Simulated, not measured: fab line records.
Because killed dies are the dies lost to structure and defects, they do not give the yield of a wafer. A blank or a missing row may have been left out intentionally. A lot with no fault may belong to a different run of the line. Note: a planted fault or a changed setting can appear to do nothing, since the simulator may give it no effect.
Which tool is to blame? || flow n5 finfet || 10 lots, 30 wafers sampled, at 5 steps of a route of 1938

WHAT THE GAUGES READ, wafer by wafer
N5_SD_EPI_P_EPI_MEAS_23.
{"lot": "L364", "measured": "day 3 22:27", "on": "film metro-01", "thk nm (nm)": "62.4 62.8 62.7"}
{"lot": "L365", "measured": "day 4 05:05", "on": "film metro-02", "thk nm (nm)": "62.7 61.4 60.9"}
{"lot": "L366", "measured": "day 4 11:04", "on": "film metro-01", "thk nm (nm)": "59.5 59.9 60.6"}
{"lot": "L369", "measured": "day 5 06:55", "on": "film metro-02", "thk nm (nm)": "61.3 62.2 61.5"}
{"lot": "L370", "measured": "day 5 10:42", "on": "film metro-02", "thk nm (nm)": "60.8 61.0 61.2"}
{"lot": "L373", "measured": "day 6 02:41", "on": "film metro-01", "thk nm (nm)": "61.7 62.0 58.8"}
{"lot": "L374", "measured": "day 6 12:06", "on": "film metro-01", "thk nm (nm)": "61.6 60.6 61.6"}
{"lot": "L380", "measured": "day 7 21:32", "on": "film metro-01", "thk nm (nm)": "50.0 51.5 49.1"}
{"lot": "L381", "measured": "day 8 05:02", "on": "film metro-02", "thk nm (nm)": "50.9 51.6 52.8"}
{"lot": "L385", "measured": "day 9 05:50", "on": "film metro-02", "thk nm (nm)": "61.4 59.9 59.4"}

WHICH TOOL RAN EACH LOT (tool, then ch and the chambers of the sampled wafers, then the start)
{"lot": "L364", "N5_SD_EPI_P_DESCUM_14": "rie diel-04 ch 1,2,3, day 3 18:54", "N5_SD_EPI_P_ETCH_36": "rie diel-04 ch 1,2,3, day 3 18:56", "N5_SD_EPI_P_ETCHBACK_46": "rie diel-04 ch 1,2,3, day 3 19:19", "N5_SD_EPI_P_EPI_21": "epi rpcvd-03 ch 0, day 3 20:37"}
{"lot": "L365", "N5_SD_EPI_P_DESCUM_14": "rie diel-01 ch 0,2,3, day 4 01:15", "N5_SD_EPI_P_ETCH_36": "rie diel-01 ch 0,2,3, day 4 01:17", "N5_SD_EPI_P_ETCHBACK_46": "rie diel-01 ch 0,2,3, day 4 01:40", "N5_SD_EPI_P_EPI_21": "epi rpcvd-03 ch 0, day 4 03:57"}
{"lot": "L366", "N5_SD_EPI_P_DESCUM_14": "rie diel-02 ch 2,3, day 4 06:40", "N5_SD_EPI_P_ETCH_36": "rie diel-02 ch 2,3, day 4 06:43", "N5_SD_EPI_P_ETCHBACK_46": "rie diel-02 ch 2,3, day 4 07:05", "N5_SD_EPI_P_EPI_21": "epi rpcvd-04 ch 0, day 4 08:08"}
{"lot": "L369", "N5_SD_EPI_P_DESCUM_14": "rie diel-02 ch 1,2,3, day 5 03:22", "N5_SD_EPI_P_ETCH_36": "rie diel-02 ch 1,2,3, day 5 03:24", "N5_SD_EPI_P_ETCHBACK_46": "rie diel-02 ch 1,2,3, day 5 03:47", "N5_SD_EPI_P_EPI_21": "epi rpcvd-02 ch 0, day 5 05:04"}
{"lot": "L370", "N5_SD_EPI_P_DESCUM_14": "rie diel-01 ch 0,1,2, day 5 07:09", "N5_SD_EPI_P_ETCH_36": "rie diel-01 ch 0,1,2, day 5 07:11", "N5_SD_EPI_P_ETCHBACK_46": "rie diel-01 ch 0,1,2, day 5 07:34", "N5_SD_EPI_P_EPI_21": "epi rpcvd-03 ch 0, day 5 08:52"}
{"lot": "L373", "N5_SD_EPI_P_DESCUM_14": "rie diel-04 ch 1,3, day 5 23:08", "N5_SD_EPI_P_ETCH_36": "rie diel-04 ch 1,3, day 5 23:10", "N5_SD_EPI_P_ETCHBACK_46": "rie diel-04 ch 1,3, day 5 23:33", "N5_SD_EPI_P_EPI_21": "epi rpcvd-02 ch 0, day 6 00:29"}
{"lot": "L374", "N5_SD_EPI_P_DESCUM_14": "rie diel-02 ch 0,2, day 6 07:43", "N5_SD_EPI_P_ETCH_36": "rie diel-02 ch 0,2, day 6 07:45", "N5_SD_EPI_P_ETCHBACK_46": "rie diel-02 ch 0,2, day 6 08:08", "N5_SD_EPI_P_EPI_21": "epi rpcvd-03 ch 0, day 6 09:40"}
{"lot": "L380", "N5_SD_EPI_P_DESCUM_14": "rie diel-04 ch 0,2,3, day 7 17:58", "N5_SD_EPI_P_ETCH_36": "rie diel-04 ch 0,2,3, day 7 18:00", "N5_SD_EPI_P_ETCHBACK_46": "rie diel-04 ch 0,2,3, day 7 18:23", "N5_SD_EPI_P_EPI_21": "epi rpcvd-03 ch 0, day 7 20:03"}
{"lot": "L381", "N5_SD_EPI_P_DESCUM_14": "rie diel-01 ch 1,2, day 8 01:29", "N5_SD_EPI_P_ETCH_36": "rie diel-01 ch 1,2, day 8 01:31", "N5_SD_EPI_P_ETCHBACK_46": "rie diel-01 ch 1,2, day 8 01:54", "N5_SD_EPI_P_EPI_21": "epi rpcvd-03 ch 0, day 8 02:50"}
{"lot": "L385", "N5_SD_EPI_P_DESCUM_14": "rie diel-04 ch 1,2,3, day 9 01:26", "N5_SD_EPI_P_ETCH_36": "rie diel-04 ch 1,2,3, day 9 01:28", "N5_SD_EPI_P_ETCHBACK_46": "rie diel-04 ch 1,2,3, day 9 01:51", "N5_SD_EPI_P_EPI_21": "epi rpcvd-04 ch 0, day 9 02:54"}
- N5_SD_EPI_P_DESCUM_14: chemistry O2, time 7.9 s.
- N5_SD_EPI_P_ETCH_36: etches SiARC in CF4, target depth 45.5 nm, time 75.8 s.
- N5_SD_EPI_P_ETCHBACK_46: etches SiNx in CH3F/O2, stops on SiO2, target depth 17.5 nm.
- N5_SD_EPI_P_EPI_21: deposits SiGe:B, time 355 s.

WHAT THE TOOLS THEMSELVES READ (means of the sampled wafers that have a number; where no wafer has one, the mark that the record gives instead)
N5_SD_EPI_P_DESCUM_14.
{"lot": "L364", "tool": "rie diel-04", "bias power w (W)": 19.99, "drypump motor current A (A)": 5.7, "oes product au (a.u.)": 0.74, "rf vpp V (V)": 241.9, "showerhead plenum p Torr (Torr)": 2.06, "throttle valve pct (%)": 20.38}
{"lot": "L365", "tool": "rie diel-01", "bias power w (W)": 19.95, "drypump motor current A (A)": 5.0, "oes product au (a.u.)": 0.78, "rf vpp V (V)": 244.2, "showerhead plenum p Torr (Torr)": 2.16, "throttle valve pct (%)": 20.32}
{"lot": "L366", "tool": "rie diel-02", "bias power w (W)": 19.94, "drypump motor current A (A)": 5.3, "oes product au (a.u.)": 0.86, "rf vpp V (V)": 245.0, "showerhead plenum p Torr (Torr)": 2.21, "throttle valve pct (%)": 20.33}
{"lot": "L369", "tool": "rie diel-02", "bias power w (W)": 20.01, "drypump motor current A (A)": 5.1, "oes product au (a.u.)": 0.83, "rf vpp V (V)": 244.8, "showerhead plenum p Torr (Torr)": 2.21, "throttle valve pct (%)": 20.36}
{"lot": "L370", "tool": "rie diel-01", "bias power w (W)": 20.04, "drypump motor current A (A)": 5.4, "oes product au (a.u.)": 0.76, "rf vpp V (V)": 243.4, "showerhead plenum p Torr (Torr)": 2.15, "throttle valve pct (%)": 20.50}
{"lot": "L373", "tool": "rie diel-04", "bias power w (W)": 20.05, "drypump motor current A (A)": 6.0, "oes product au (a.u.)": 0.72, "rf vpp V (V)": 241.5, "showerhead plenum p Torr (Torr)": 2.02, "throttle valve pct (%)": 20.39}
{"lot": "L374", "tool": "rie diel-02", "bias power w (W)": 20.03, "drypump motor current A (A)": 4.9, "oes product au (a.u.)": 0.75, "rf vpp V (V)": 244.7, "showerhead plenum p Torr (Torr)": 2.18, "throttle valve pct (%)": 20.62}
{"lot": "L380", "tool": "rie diel-04", "bias power w (W)": 19.99, "drypump motor current A (A)": 5.7, "oes product au (a.u.)": 0.73, "rf vpp V (V)": 244.0, "showerhead plenum p Torr (Torr)": 2.11, "throttle valve pct (%)": 20.51}
{"lot": "L381", "tool": "rie diel-01", "bias power w (W)": 19.97, "drypump motor current A (A)": 5.5, "oes product au (a.u.)": 0.72, "rf vpp V (V)": 242.9, "showerhead plenum p Torr (Torr)": 2.14, "throttle valve pct (%)": 20.68}
{"lot": "L385", "tool": "rie diel-04", "bias power w (W)": 19.99, "drypump motor current A (A)": 5.8, "oes product au (a.u.)": 0.71, "rf vpp V (V)": 242.3, "showerhead plenum p Torr (Torr)": 2.05, "throttle valve pct (%)": 20.41}

N5_SD_EPI_P_ETCH_36.
{"lot": "L364", "tool": "rie diel-04", "drypump motor current A (A)": 5.7, "etch rf on time s (s)": 76.1, "oes product au (a.u.)": 0.64, "rf vpp V (V)": 182.7, "showerhead plenum p Torr (Torr)": 2.11, "throttle valve pct (%)": 15.58}
{"lot": "L365", "tool": "rie diel-01", "drypump motor current A (A)": 5.0, "etch rf on time s (s)": 74.1, "oes product au (a.u.)": 0.67, "rf vpp V (V)": 184.6, "showerhead plenum p Torr (Torr)": 2.21, "throttle valve pct (%)": 15.50}
{"lot": "L366", "tool": "rie diel-02", "drypump motor current A (A)": 5.3, "etch rf on time s (s)": 75.9, "oes product au (a.u.)": 0.73, "rf vpp V (V)": 186.7, "showerhead plenum p Torr (Torr)": 2.26, "throttle valve pct (%)": 15.49}
{"lot": "L369", "tool": "rie diel-02", "drypump motor current A (A)": 5.1, "etch rf on time s (s)": 75.3, "oes product au (a.u.)": 0.71, "rf vpp V (V)": 186.0, "showerhead plenum p Torr (Torr)": 2.25, "throttle valve pct (%)": 15.52}
{"lot": "L370", "tool": "rie diel-01", "drypump motor current A (A)": 5.4, "etch rf on time s (s)": 74.8, "oes product au (a.u.)": 0.65, "rf vpp V (V)": 184.7, "showerhead plenum p Torr (Torr)": 2.20, "throttle valve pct (%)": 15.66}
{"lot": "L373", "tool": "rie diel-04", "drypump motor current A (A)": 5.9, "etch rf on time s (s)": 75.7, "oes product au (a.u.)": 0.62, "rf vpp V (V)": 183.0, "showerhead plenum p Torr (Torr)": 2.08, "throttle valve pct (%)": 15.63}
{"lot": "L374", "tool": "rie diel-02", "drypump motor current A (A)": 5.0, "etch rf on time s (s)": 76.8, "oes product au (a.u.)": 0.64, "rf vpp V (V)": 185.2, "showerhead plenum p Torr (Torr)": 2.23, "throttle valve pct (%)": 15.78}
{"lot": "L380", "tool": "rie diel-04", "drypump motor current A (A)": 5.7, "etch rf on time s (s)": 76.6, "oes product au (a.u.)": 0.62, "rf vpp V (V)": 184.1, "showerhead plenum p Torr (Torr)": 2.16, "throttle valve pct (%)": 15.71}
{"lot": "L381", "tool": "rie diel-01", "drypump motor current A (A)": 5.5, "etch rf on time s (s)": 75.3, "oes product au (a.u.)": 0.62, "rf vpp V (V)": 185.2, "showerhead plenum p Torr (Torr)": 2.19, "throttle valve pct (%)": 15.87}
{"lot": "L385", "tool": "rie diel-04", "drypump motor current A (A)": 5.8, "etch rf on time s (s)": 76.6, "oes product au (a.u.)": 0.61, "rf vpp V (V)": 183.9, "showerhead plenum p Torr (Torr)": 2.10, "throttle valve pct (%)": 15.66}

N5_SD_EPI_P_ETCHBACK_46.
{"lot": "L364", "tool": "rie diel-04", "drypump motor current A (A)": 5.7, "oes_ar_750_au (a.u.)": 0.75, "oes product au (a.u.)": 0.64, "rf vpp V (V)": 295.5, "showerhead plenum p Torr (Torr)": 1.98, "throttle valve pct (%)": 16.31}
{"lot": "L365", "tool": "rie diel-01", "drypump motor current A (A)": 5.0, "oes_ar_750_au (a.u.)": 0.78, "oes product au (a.u.)": 0.67, "rf vpp V (V)": 297.3, "showerhead plenum p Torr (Torr)": 2.06, "throttle valve pct (%)": 16.22}
{"lot": "L366", "tool": "rie diel-02", "drypump motor current A (A)": 5.3, "oes_ar_750_au (a.u.)": 0.86, "oes product au (a.u.)": 0.74, "rf vpp V (V)": 299.5, "showerhead plenum p Torr (Torr)": 2.12, "throttle valve pct (%)": 16.25}
{"lot": "L369", "tool": "rie diel-02", "drypump motor current A (A)": 5.1, "oes_ar_750_au (a.u.)": 0.83, "oes product au (a.u.)": 0.71, "rf vpp V (V)": 297.9, "showerhead plenum p Torr (Torr)": 2.11, "throttle valve pct (%)": 16.28}
{"lot": "L370", "tool": "rie diel-01", "drypump motor current A (A)": 5.4, "oes_ar_750_au (a.u.)": 0.76, "oes product au (a.u.)": 0.65, "rf vpp V (V)": 297.5, "showerhead plenum p Torr (Torr)": 2.06, "throttle valve pct (%)": 16.38}
{"lot": "L373", "tool": "rie diel-04", "drypump motor current A (A)": 5.9, "oes_ar_750_au (a.u.)": 0.73, "oes product au (a.u.)": 0.62, "rf vpp V (V)": 295.8, "showerhead plenum p Torr (Torr)": 1.94, "throttle valve pct (%)": 16.35}
{"lot": "L374", "tool": "rie diel-02", "drypump motor current A (A)": 4.9, "oes_ar_750_au (a.u.)": 0.76, "oes product au (a.u.)": 0.65, "rf vpp V (V)": 299.6, "showerhead plenum p Torr (Torr)": 2.09, "throttle valve pct (%)": 16.54}
{"lot": "L380", "tool": "rie diel-04", "drypump motor current A (A)": 5.7, "oes_ar_750_au (a.u.)": 0.73, "oes product au (a.u.)": 0.63, "rf vpp V (V)": 299.3, "showerhead plenum p Torr (Torr)": 2.02, "throttle valve pct (%)": 16.44}
{"lot": "L381", "tool": "rie diel-01", "drypump motor current A (A)": 5.5, "oes_ar_750_au (a.u.)": 0.74, "oes product au (a.u.)": 0.62, "rf vpp V (V)": 297.8, "showerhead plenum p Torr (Torr)": 2.04, "throttle valve pct (%)": 16.59}
{"lot": "L385", "tool": "rie diel-04", "drypump motor current A (A)": 5.8, "oes_ar_750_au (a.u.)": 0.72, "oes product au (a.u.)": 0.61, "rf vpp V (V)": 296.5, "showerhead plenum p Torr (Torr)": 1.96, "throttle valve pct (%)": 16.39}

N5_SD_EPI_P_EPI_21.
{"lot": "L364", "tool": "epi rpcvd-03", "susceptor_temp_C_max": 550.6}
{"lot": "L365", "tool": "epi rpcvd-03", "susceptor_temp_C_max": 550.5}
{"lot": "L366", "tool": "epi rpcvd-04", "susceptor_temp_C_max": 551.9}
{"lot": "L369", "tool": "epi rpcvd-02", "susceptor_temp_C_max": 551.5}
{"lot": "L370", "tool": "epi rpcvd-03", "susceptor_temp_C_max": 550.9}
{"lot": "L373", "tool": "epi rpcvd-02", "susceptor_temp_C_max": 551.0}
{"lot": "L374", "tool": "epi rpcvd-03", "susceptor_temp_C_max": 550.8}
{"lot": "L380", "tool": "epi rpcvd-03", "susceptor_temp_C_max": 550.8}
{"lot": "L381", "tool": "epi rpcvd-03", "susceptor_temp_C_max": 551.0}
{"lot": "L385", "tool": "epi rpcvd-04", "susceptor_temp_C_max": 551.6}

THE ANSWER, worked out from the rows above alone
Rule: the lots themselves supply what counts as usual. Put in order of their means at a reading, lots are off if they are a third of the lots or fewer, leave a main group of 4 or more, and stand apart from it by a gap of 3 or more times the standard deviation of the main group's means; of several such gaps the widest counts. Not used: any main group whose means are identical at the precision the tables above print for the reading. Also off: a lot with no number at a reading for which 4 or more lots have one. All remaining lots with rows at the step are treated as sound. Order of review: gauges by route order, followed by the tools' own readings, for which a lot's mean as printed above is used. At the first step where some lot is off, the reading lying furthest off is the one used; lots without a number count as furthest.
Off: L380, L381, at N5_SD_EPI_P_EPI_MEAS_23 (thk nm). Main group: mean 61.2 nm, sd 0.79.
If a tool, at a process step before that reading, ran all the lots that are off and no sound lot after the first of them, it fits. Those tools and the gauges at N5_SD_EPI_P_EPI_MEAS_23 are tried in the same way. One fits: N5_SD_EPI_P_EPI_21 on epi rpcvd-03. A fault onset in the window from L374 (day 6 09:40, its last sound lot) to L380 (day 7 20:03, its first lot off) fits.

WHAT HAD BEEN PUT IN BY THE SIMULATOR
Site profile drift: epi rpcvd-03, from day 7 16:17 on, at N5_SD_EPI_P_EPI_21. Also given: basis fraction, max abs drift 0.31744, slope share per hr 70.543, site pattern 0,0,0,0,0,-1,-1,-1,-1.
Lots struck among those shown: L380, L381. The rule above reached the same finding.
